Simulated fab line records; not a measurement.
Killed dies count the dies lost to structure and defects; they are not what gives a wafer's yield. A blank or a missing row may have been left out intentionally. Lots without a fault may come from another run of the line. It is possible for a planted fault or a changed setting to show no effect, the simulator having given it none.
Matching of chambers :: flow nand_harc :: NHARC_P_M0_STRIP_18 on rie_diel-03 has 4 sister chambers
The step strips in N2/H2. 4 wafers are shown with their chamber, then 7 later ones without.

WAFERS PAIRED WITH THEIR CHAMBERS
wafer: L121.6
chamber: 2
drypump_motor_current_A (A): 6.0

wafer: L126.6
chamber: 3
drypump_motor_current_A (A): 6.2

wafer: L132.2
chamber: 0
drypump_motor_current_A (A): 5.1

wafer: L132.3
chamber: 1
drypump_motor_current_A (A): 6.6

WAFERS WHOSE CHAMBER IS MISSING
wafer: L132.4
drypump_motor_current_A (A): 6.2

wafer: L133.1
drypump_motor_current_A (A): 6.6

wafer: L133.2
drypump_motor_current_A (A): 5.1

wafer: L133.3
drypump_motor_current_A (A): 6.2

wafer: L135.2
drypump_motor_current_A (A): 6.2

wafer: L135.4
drypump_motor_current_A (A): 6.1

wafer: L135.6
drypump_motor_current_A (A): 5.1

WHICH CHAMBER EACH ONE RAN IN
wafer: L132.4
from the rows above: 3
in truth: 3

wafer: L133.1
from the rows above: 1
in truth: 1

wafer: L133.2
from the rows above: 0
in truth: 0

wafer: L133.3
from the rows above: 3
in truth: 3

wafer: L135.2
from the rows above: 3
in truth: 3

wafer: L135.4
from the rows above: can't be placed: 2 or 3
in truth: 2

wafer: L135.6
from the rows above: 0
in truth: 0
Placed correctly: 6 of 7. Can't be placed from these rows: 1 (the true chamber is among the candidates in 1). 0 placed wrongly.
How it was worked out, from the rows above alone: a wafer's distance from a chamber is the root of the sum, over the readings, of the square of ((its reading less the chamber's mean) divided by the reading's scatter). If the next closest chamber is less than 2 further off than the closest, the wafer can't be placed; otherwise it belongs to the closest. For every chamber, the mean is computed from those of its wafers that are shown. The scatter (one wafer shown for each chamber): square how far every hidden wafer sits from the nearest shown wafer, average those squares and take the square root.
